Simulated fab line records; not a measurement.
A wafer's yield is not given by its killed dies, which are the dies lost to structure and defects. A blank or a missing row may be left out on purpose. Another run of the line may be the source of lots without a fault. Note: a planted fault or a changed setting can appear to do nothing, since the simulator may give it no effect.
Tool commonality check    flow nand_harc    Sample size 14 lots and 42 wafers

== WHY THIS WAS OPENED ==
On 2 of the 14 lots, a flag is raised at NHARC_P_M1_CD_MEAS_09 on the reading cd_nm. Fault-free wafers read 130.0 nm, with a standard deviation of 0.65.
Rule: a lot is flagged in two cases, either no wafer of it has a number, or all its wafers with numbers fall more than 4 standard deviations from that mean. As for the other lots, they are considered sound.

lot   measured      on         cd_nm (nm), wafer by wafer  flag
L844  day 6 12:18   cd_sem-01  131.4 130.7 130.5           
L845  day 6 18:48   cd_sem-01  129.1 130.0 129.8           
L848  day 7 08:22   cd_sem-03  130.8 130.1 131.1           
L846  day 7 09:30   cd_sem-02  130.2 130.0 129.4           
L847  day 7 10:12   cd_sem-03  130.2 131.1 130.7           
L849  day 7 23:53   cd_sem-01  130.6 130.7 130.1           
L852  day 8 09:53   cd_sem-03  129.4 130.1 130.2           
L854  day 10 12:11  cd_sem-01  129.9 129.4 130.1           
L856  day 10 12:29  cd_sem-01  130.1 129.4 128.5           
L858  day 10 20:34  cd_sem-02  103.9 104.1 104.4           FLAGGED
L861  day 10 21:19  cd_sem-03  130.7 129.7 130.0           
L859  day 10 22:44  cd_sem-03  129.5 129.5 128.8           
L863  day 11 01:38  cd_sem-01  130.5 129.7 130.0           
L864  day 11 03:41  cd_sem-02  107.7 107.7 107.5           FLAGGED
The mean of the flagged lots' numbers is 105.9 nm, -24.1 nm from the usual (-37 standard deviations).

== LOT BY LOT: THE TOOL USED ==
The record holds 1 process step before the reading, out of a route of 1159 steps. Every cell lists first the tool, next ch and the chambers used by the sampled wafers, and last the start.
lot   flag     NHARC_P_M1_PEB_07
L844           litho_track-01 ch 0, day 6 12:13
L845           litho_track-04 ch 0, day 6 18:43
L848           litho_track-01 ch 0, day 7 08:17
L846           litho_track-04 ch 0, day 7 09:26
L847           litho_track-04 ch 0, day 7 10:07
L849           litho_track-06 ch 0, day 7 23:47
L852           litho_track-01 ch 0, day 8 09:48
L854           litho_track-06 ch 0, day 10 12:07
L856           litho_track-06 ch 0, day 10 12:24
L858  FLAGGED  litho_track-04 ch 0, day 10 20:29
L861           litho_track-01 ch 0, day 10 21:14
L859           litho_track-06 ch 0, day 10 22:39
L863           litho_track-01 ch 0, day 11 01:34
L864  FLAGGED  litho_track-04 ch 0, day 11 03:36
These steps, and what they do:
- NHARC_P_M1_PEB_07: peb time 65 s.
- NHARC_P_M1_CD_MEAS_09: target cd 130 nm.

== FLAGGED AGAINST TOTAL, ONE TOOL AT A TIME (gauges that did the reading follow at the end) ==
step                   tool            lots run  flagged  share of the flagged lots  sound lots run after its first flagged lot
NHARC_P_M1_PEB_07      litho_track-01  5         0        none                       -
NHARC_P_M1_PEB_07      litho_track-04  5         2        all                        0
NHARC_P_M1_PEB_07      litho_track-06  4         0        none                       -
NHARC_P_M1_CD_MEAS_09  cd_sem-01       6         0        none                       -
NHARC_P_M1_CD_MEAS_09  cd_sem-02       3         2        all                        0
NHARC_P_M1_CD_MEAS_09  cd_sem-03       5         0        none                       -

== WHAT THE TABLE ALLOWS ==
Table rows that saw every flagged lot: 2, namely litho_track-04 at NHARC_P_M1_PEB_07 and cd_sem-02 at NHARC_P_M1_CD_MEAS_09.
- litho_track-04 at NHARC_P_M1_PEB_07: 2 of its 5 lots flagged. It ran its last sound lot, L847, at day 7 10:07 and its first flagged lot, L858, at day 10 20:29: a fault with its onset between the two fits. Its own readings (heater_power_total_W, plate_temp_C) fall more than 4 standard deviations out on all wafers of the flagged lots.
- cd_sem-02 at NHARC_P_M1_CD_MEAS_09: 2 of its 3 lots flagged. It ran its last sound lot, L846, at day 7 09:30 and its first flagged lot, L858, at day 10 20:34: a fault with its onset between the two fits.
These 2 tools cannot be told apart by counting lots, since each of them fits a fault that started at some hour. More lots, or a look at what each step does to the wafer, might.

== WHAT WAS PUT IN BY THE SIMULATOR ==
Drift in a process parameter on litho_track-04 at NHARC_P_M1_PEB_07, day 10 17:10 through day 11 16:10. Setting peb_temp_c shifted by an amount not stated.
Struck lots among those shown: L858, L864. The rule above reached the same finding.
